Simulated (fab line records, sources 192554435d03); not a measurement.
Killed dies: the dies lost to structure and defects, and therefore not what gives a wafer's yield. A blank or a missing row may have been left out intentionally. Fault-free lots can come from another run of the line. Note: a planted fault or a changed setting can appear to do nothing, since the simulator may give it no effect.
A struck lot beside a sound one + flow n5Finfet + 43 out of 1938 route steps
Sound: wafers L736.2, L736.4, L736.6. Wafers L748.4, L748.5, L748.6 were the ones struck. The cause is given at the end.
Each step with rows lists, per side, the tool, then ch with its chambers, then its first start. Under that, the readings that differ: sound wafers + struck wafers + difference of the means + sigmas: that difference in standard deviations of wafers without a fault.
alike: same words and numbers on both sides, and readings whose means sit less than 2 such deviations apart. not compared: any withheld reading, any reading some wafer has no value for, any bound like >300 that may hide the same value, and any number with overlapping values for which the record gives no deviation.
A row with sigmas, a row that says differs or no value, or rows on one side alone: a step with any of these is where the two part. Numbers that don't overlap but have no deviation are shown without sigmas and don't part them. A reading missing from all wafers of one side parts the sides only when that side holds two or more wafers.

first, 11 steps without rows for these wafers: N5_DUMMY_GATE_ETCH_36 (etches SiARC in CF4, target depth 13 nm); N5_DUMMY_GATE_ETCH_37 (etches SOC in N2/H2, target depth 60 nm, overetch 30 nm); N5_DUMMY_GATE_STRIP_38 (strips in N2/H2); N5_DUMMY_GATE_STRIP_39 (strips in N2/H2); N5_DUMMY_GATE_TRIM_49 (chemistry O2, time 29 s, target cd 14 nm); N5_DUMMY_GATE_STRIP_40 (strips in CF4); N5_DUMMY_GATE_ETCH_31 (etches SiO2 in C4F6/O2, target depth 82.5 nm, time 27.5 s); N5_DUMMY_GATE_STRIP_41 (strips in O2); N5_DUMMY_GATE_HM_OPEN_21 (chemistry CH3F/O2, target SiNx, target depth 120 nm, time 171.4 s); N5_DUMMY_GATE_ETCH_32 (etches SiO2 in CF4, target depth 3.5 nm, time 3.9 s); N5_DUMMY_GATE_ETCH_23 (etches poly-Si in HBr/Cl2/O2, target depth 41 nm, time 22.3 s).
N5_DUMMY_GATE_ETCH_44: etches poly-Si in HBr/O2, stops on SiO2, target depth 127.5 nm.
  sound on rieSi-06 ch 0,2,3, day 3 17:17; struck on rieSi-06 ch 2,3, day 6 17:04
  alike: O2_flow_sccm, drypumpMotorCurrentA, heBacksideLeakSccm, oesProductAu, throttleValvePct
  not compared: rfHoursCounterH
then, 7 steps without rows for these wafers: N5_DUMMY_GATE_ETCH_42 (etches SiO2 in CHF3/O2, target depth 3.5 nm, time 31 s); N5_DUMMY_GATE_STRIP_48 (strips in N2/H2, time 20 s); N5_DUMMY_GATE_PRECLEAN_33 (cleans in dHF, time 10 s); N5_DUMMY_GATE_PRECLEAN_25 (cleans in O3/DIW, time 45 s); N5_DUMMY_GATE_PRECLEAN_51 (cleans in SC2, time 45 s); N5_DUMMY_GATE_SRD_26 (time 30 s); N5_DUMMY_GATE_UV_OZONE_45 (time 120 s).
N5_DUMMY_GATE_INSPECT_27: inspects for defects (brightfield).
  struck on defectInspect-01, day 6 17:27; sound on defectInspect-01, day 3 18:16
| reading        | sound       | struck      | difference | sigmas |
|----------------|-------------|-------------|------------|--------|
| rawDefectCount | 243 220 207 | 785 858 800 | +591       | +8     |
then, 3 steps without rows for these wafers: N5_SPACER0_ALD_07 (deposits SiNx, target thk 2 nm); N5_SPACER0_ALD_00 (deposits SiOCN, target thk 3.5 nm, pulse time 3 s, purge time 2 s); N5_SPACER0_ALD_08 (deposits SiNx, target thk 2 nm).
N5_SPACER0_INSPECT_04: inspects for defects (darkfield).
  struck on defectInspect-01, day 6 19:10; sound on defectInspect-01, day 3 18:53
| reading        | sound      | struck      | difference | sigmas |
|----------------|------------|-------------|------------|--------|
| rawDefectCount | 91 105 114 | 617 619 648 | +525       | +17    |
then, 8 steps without rows for these wafers: N5_SD_EPI_N_COAT_32 (time 60 s, resist thk 350 nm); N5_SD_EPI_N_COAT_33 (time 60 s, resist thk 35 nm); N5_SD_EPI_N_COAT_03 (resist thk 150 nm); N5_SD_EPI_N_EBR_05; N5_SD_EPI_N_SOFTBAKE_04 (time 60 s); N5_SD_EPI_N_EXPOSE_06 (exposes mask SD N BLK, target cd 120 nm); N5_SD_EPI_N_PEB_07 (peb time 60 s); N5_SD_EPI_N_DEVELOP_08 (develop time 30 s).
N5_SD_EPI_N_INSPECT_11: inspects for defects (macro).
  struck on defectInspect-02, day 6 19:30; sound on defectInspect-01, day 3 19:20
| reading        | sound | struck         | difference | sigmas |
|----------------|-------|----------------|------------|--------|
| rawDefectCount | 3 2 4 | >300 >300 >300 | differs    |        |
then, 5 steps without rows for these wafers: N5_SD_EPI_N_DESCUM_14 (chemistry O2, time 7.9 s); N5_SD_EPI_N_ETCH_34 (etches SiARC in CF4, target depth 45.5 nm, time 75.8 s); N5_SD_EPI_N_ETCH_35 (etches SOC in N2/H2, overetch 108 nm, time 486 s); N5_SD_EPI_N_STRIP_36 (strips in N2/H2); N5_SD_EPI_N_ETCHBACK_44 (etches SiNx in CH3F/O2, stops on SiO2, target depth 14.5 nm).
N5_SD_EPI_N_INSPECT_26: inspects for defects (darkfield).
  struck on defectInspect-01, day 7 00:13; sound on defectInspect-01, day 3 23:32
| reading        | sound       | struck      | difference | sigmas |
|----------------|-------------|-------------|------------|--------|
| rawDefectCount | 157 171 151 | 702 657 671 | +517       | +13    |
N5_SD_EPI_P_INSPECT_26: inspects for defects (darkfield).
  struck on defectInspect-01, day 7 05:16; sound on defectInspect-01, day 4 03:44
| reading        | sound       | struck      | difference | sigmas |
|----------------|-------------|-------------|------------|--------|
| rawDefectCount | 135 120 147 | 662 661 678 | +533       | +16    |
N5_SD_ACTIVATION_INSPECT_02: inspects for defects (darkfield).
  struck on defectInspect-02, day 7 06:05; sound on defectInspect-01, day 4 04:29
| reading        | sound       | struck      | difference | sigmas |
|----------------|-------------|-------------|------------|--------|
| rawDefectCount | 145 116 132 | 683 672 702 | +555       | +17    |
-- a jump in the record: the struck wafers' starts before and after are 5 days apart (it breaks off in module SD_ACTIVATION and resumes in module BEOL_M4, where the first step shown is number 1111 of the route) --
N5_BEOL_M4_RC_MEAS_101:
  sound on prober-02 ch 0, day 9 00:23; struck on prober-01 ch 0, day 12 05:05
  alike: DIBL_N, DIBL_P, IOFF_N, IOFF_P, ION_N, ION_P, SS_N, SS_P, VT_N, VT_P
-- a jump in the record: the struck wafers' starts before and after are 5 days apart (it breaks off in module BEOL_M4 and resumes in module PASSIVATION, where the first step shown is number 1936 of the route) --
N5_PASSIVATION_PROBE_49:
  only the struck wafers here have rows in the record (prober-02, day 16 23:10); the sound ones have none

## WHERE THEY PART
Last at N5_PASSIVATION_PROBE_49 as far as this record goes, first at N5_DUMMY_GATE_INSPECT_27.

WHY: what had been put in by the simulator
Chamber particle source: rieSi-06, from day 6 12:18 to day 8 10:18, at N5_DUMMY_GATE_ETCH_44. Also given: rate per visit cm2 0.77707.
